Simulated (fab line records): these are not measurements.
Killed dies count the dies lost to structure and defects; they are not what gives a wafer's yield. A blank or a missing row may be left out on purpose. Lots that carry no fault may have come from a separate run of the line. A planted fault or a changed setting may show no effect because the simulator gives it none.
What tool caused it?    flow n5-finfet    10 lots, 30 wafers sampled, at 4 steps of a route of 1938

== WHAT EACH GAUGE READ, for each wafer ==
The record lacks any reading of a measuring or inspecting step that a usual standard deviation could be used to judge.

== WHAT TOOL EACH LOT RAN ON (gives the tool, then ch and the chambers of the sampled wafers, and finally the start) ==
lot   N5_BEOL_M15_TRENCH_ETCH_34          N5_BEOL_M15_STRIP_62                           N5_BEOL_M15_CMP_49             N5_BEOL_M15_DEP_53
L335  rie-diel-03 ch 0,2,3, day 11 15:44  rie-diel-03 ch 2,3, day 11 17:33 or earlier    cmp-01 ch 0,3, day 11 17:33    pecvd-01 ch 0,2, day 11 17:52
L340  rie-diel-05 ch 2,3, day 13 22:16    rie-diel-03 ch 0,2, day 14 02:10 or earlier    cmp-03 ch 0,1,2, day 14 02:10  pecvd-02 ch 0,1,2, day 14 02:31
L341  rie-diel-04 ch 0,1,2, day 14 04:25  rie-diel-04 ch 0,2,3, day 14 06:18 or earlier  cmp-03 ch 1,2,3, day 14 06:18  pecvd-01 ch 1,2, day 14 06:37
L342  rie-diel-03 ch 2,3, day 14 07:29    rie-diel-03 ch 1,2,3, day 14 10:12 or earlier  cmp-03 ch 1,3, day 14 10:12    pecvd-04 ch 0,1, day 14 10:31
L343  rie-diel-04 ch 0,2,3, day 14 23:21  rie-diel-04 ch 0,2,3, day 15 02:22 or earlier  cmp-03 ch 0,1,2, day 15 02:22  pecvd-02 ch 0,2, day 15 02:40
L347  rie-diel-04 ch 0,1,3, day 15 14:40  rie-diel-05 ch 0,2,3, day 15 17:00 or earlier  cmp-02 ch 0,1,3, day 15 17:00  pecvd-02 ch 0,1, day 15 17:20
L352  rie-diel-03 ch 1,2,3, day 16 19:06  rie-diel-05 ch 1,2,3, day 17 01:42 or earlier  cmp-02 ch 1,2,3, day 17 01:42  pecvd-01 ch 0,1, day 17 02:00
L354  rie-diel-03 ch 1,2, day 16 22:52    rie-diel-03 ch 1,2, day 17 01:54 or earlier    cmp-01 ch 0,1,3, day 17 01:54  pecvd-01 ch 0,1, day 17 02:16
L355  rie-diel-04 ch 1,2,3, day 18 01:59  rie-diel-04 ch 2,3, day 18 05:41 or earlier    cmp-01 ch 1,2, day 18 05:41    pecvd-01 ch 0,2, day 18 06:04
L356  rie-diel-03 ch 1,2,3, day 18 08:40  rie-diel-04 ch 0,3, day 18 14:25 or earlier    cmp-01 ch 0,2,3, day 18 14:25  pecvd-02 ch 0,1,2, day 18 14:42
- N5_BEOL_M15_TRENCH_ETCH_34: etches SiO2 in C4F8/O2/Ar, target depth 872.93 nm, time 199 s.
- N5_BEOL_M15_STRIP_62: strips in O2.
- N5_BEOL_M15_CMP_49: polishes, stops on SiO2, t overpolish 4.9 s, target thk 850 nm.
- N5_BEOL_M15_DEP_53: deposits SiCN from 3MS/NH3, target thk 50 nm, time 17.8 s.

== WHAT THE TOOLS THEMSELVES READ (means of the sampled wafers that have a number; where no wafer has one, the mark that the record gives instead) ==
N5_BEOL_M15_TRENCH_ETCH_34. Usual: drypump-motor-current-A 5.8 A, standard deviation 0.39; oes-product-au 0.75 a.u., standard deviation 0.071; rf-vpp-V 2221 V, standard deviation 13; showerhead-plenum-p-Torr 3.45 Torr, standard deviation 0.089; throttle-valve-pct 30.91 %, standard deviation 0.19.
lot   tool         drypump-motor-current-A (A)  oes-product-au (a.u.)  rf-vpp-V (V)  showerhead-plenum-p-Torr (Torr)  throttle-valve-pct (%)  flag
L335  rie-diel-03  5.8                          0.71                   2226          3.40                             30.81                   
L340  rie-diel-05  5.7                          0.77                   2239          3.57                             30.98                   
L341  rie-diel-04  6.1                          0.75                   2224          3.46                             30.83                   
L342  rie-diel-03  5.6                          0.68                   2233          3.39                             30.87                   
L343  rie-diel-04  6.1                          0.72                   2218          3.46                             30.78                   
L347  rie-diel-04  6.0                          0.72                   2220          3.47                             30.88                   
L352  rie-diel-03  5.7                          0.81                   2211          3.36                             30.79                   
L354  rie-diel-03  5.8                          0.76                   2213          3.34                             30.78                   
L355  rie-diel-04  6.4                          0.77                   2212          3.39                             30.86                   
L356  rie-diel-03  5.7                          0.79                   2210          3.36                             30.80                   

N5_BEOL_M15_STRIP_62. Usual: drypump-motor-current-A 5.9 A, standard deviation 0.4; o2-flow-sccm 225.1 sccm, standard deviation 0.75; oes-product-au 0.75 a.u., standard deviation 0.073; rf-vpp-V 3.6 V, standard deviation 0.49; showerhead-plenum-p-Torr 2.10 Torr, standard deviation 0.056; throttle-valve-pct 16.73 %, standard deviation 0.15.
lot   tool         drypump-motor-current-A (A)  o2-flow-sccm (sccm)  oes-product-au (a.u.)  rf-vpp-V (V)  showerhead-plenum-p-Torr (Torr)  throttle-valve-pct (%)  flag
L335  rie-diel-03  5.5                          225.0                0.70                   3.6           2.07                             16.77                   
L340  rie-diel-03  5.7                          225.1                0.72                   3.2           2.07                             16.67                   
L341  rie-diel-04  6.1                          225.3                0.73                   3.2           2.12                             16.68                   
L342  rie-diel-03  5.7                          225.6                0.74                   3.5           2.06                             16.69                   
L343  rie-diel-04  6.1                          224.7                0.72                   3.4           2.12                             16.68                   
L347  rie-diel-05  5.5                          224.7                0.74                   3.3           2.14                             16.88                   
L352  rie-diel-05  5.7                          225.6                0.82                   3.6           2.17                             16.72                   
L354  rie-diel-03  5.9                          224.6                0.76                   3.8           2.04                             16.65                   
L355  rie-diel-04  6.5                          225.6                0.87                   3.5           2.06                             16.46                   
L356  rie-diel-04  6.1                          224.7                0.69                   3.6           2.11                             16.75                   

N5_BEOL_M15_CMP_49. Usual: barrier-field-endpoint-s 11.28 s, standard deviation 0.25; motor-current-A 8.3 A, standard deviation 0.68; overpolish-run-s 4.900 s, standard deviation 0.0086.
lot   tool    barrier-field-endpoint-s (s)  motor-current-A (A)  overpolish-run-s (s)  flag
L335  cmp-01  11.47                         8.1                  4.907                 
L340  cmp-03  11.49                         8.5                  4.889                 
L341  cmp-03  11.16                         8.5                  4.904                 
L342  cmp-03  7.91                          8.6                  4.909                 OFF
L343  cmp-03  9.10                          8.3                  4.900                 OFF
L347  cmp-02  11.57                         8.4                  4.899                 
L352  cmp-02  11.33                         7.9                  4.909                 
L354  cmp-01  11.22                         8.2                  4.906                 
L355  cmp-01  11.12                         8.3                  4.896                 
L356  cmp-01  11.37                         8.3                  4.897                 

N5_BEOL_M15_DEP_53. Usual: showerhead-plenum-p-Torr 4.138 Torr, standard deviation 0.027; throttle-valve-pct 18.7 %, standard deviation 1.4.
lot   tool      showerhead-plenum-p-Torr (Torr)  throttle-valve-pct (%)  flag
L335  pecvd-01  4.115                            19.4                    
L340  pecvd-02  4.158                            17.7                    
L341  pecvd-01  4.125                            18.5                    
L342  pecvd-04  4.153                            18.9                    
L343  pecvd-02  4.163                            18.2                    
L347  pecvd-02  4.144                            17.2                    
L352  pecvd-01  4.138                            20.0                    
L354  pecvd-01  4.128                            20.2                    
L355  pecvd-01  4.111                            19.5                    
L356  pecvd-02  4.151                            17.8                    

== THE ANSWER, worked out from the rows above alone ==
Rule: lot off if the mean of its wafers having a number is beyond 3 standard deviations from the usual mean. Also off: a lot with no number at a reading for which 4 or more lots have one. All remaining lots with rows at the step are treated as sound. The gauges are gone through in route order, then the tools' own readings, and for those a lot's mean is taken as printed above. At the first step where some lot is off, the reading lying furthest off is the one used; lots without a number count as furthest.
Off, at N5_BEOL_M15_CMP_49 on barrier-field-endpoint-s: L342, L343.
A tool fits if, at that step or a process step before it, it ran every lot that is off, and no sound lot after the first of them. Because N5_BEOL_M15_STRIP_62 lacks a start for some lots, the hours and order of its lots are taken from N5_BEOL_M15_CMP_49. One candidate fits, namely cmp-03 at N5_BEOL_M15_CMP_49. A fault onset in the window from L341 (day 14 06:18, its last sound lot) to L342 (day 14 10:12, its first lot off) fits.
The tool's own readings at N5_BEOL_M15_CMP_49 bear it out: on the lots that are off they differ by more than 5 times the standard deviation of the sound lots' means. barrier-field-endpoint-s reads 8.50 s there against 11.34 s on the sound lots.

== WHAT THE SIMULATOR HAD INSERTED ==
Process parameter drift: cmp-03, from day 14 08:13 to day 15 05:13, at N5_BEOL_M15_CMP_49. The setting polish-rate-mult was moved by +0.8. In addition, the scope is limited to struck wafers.
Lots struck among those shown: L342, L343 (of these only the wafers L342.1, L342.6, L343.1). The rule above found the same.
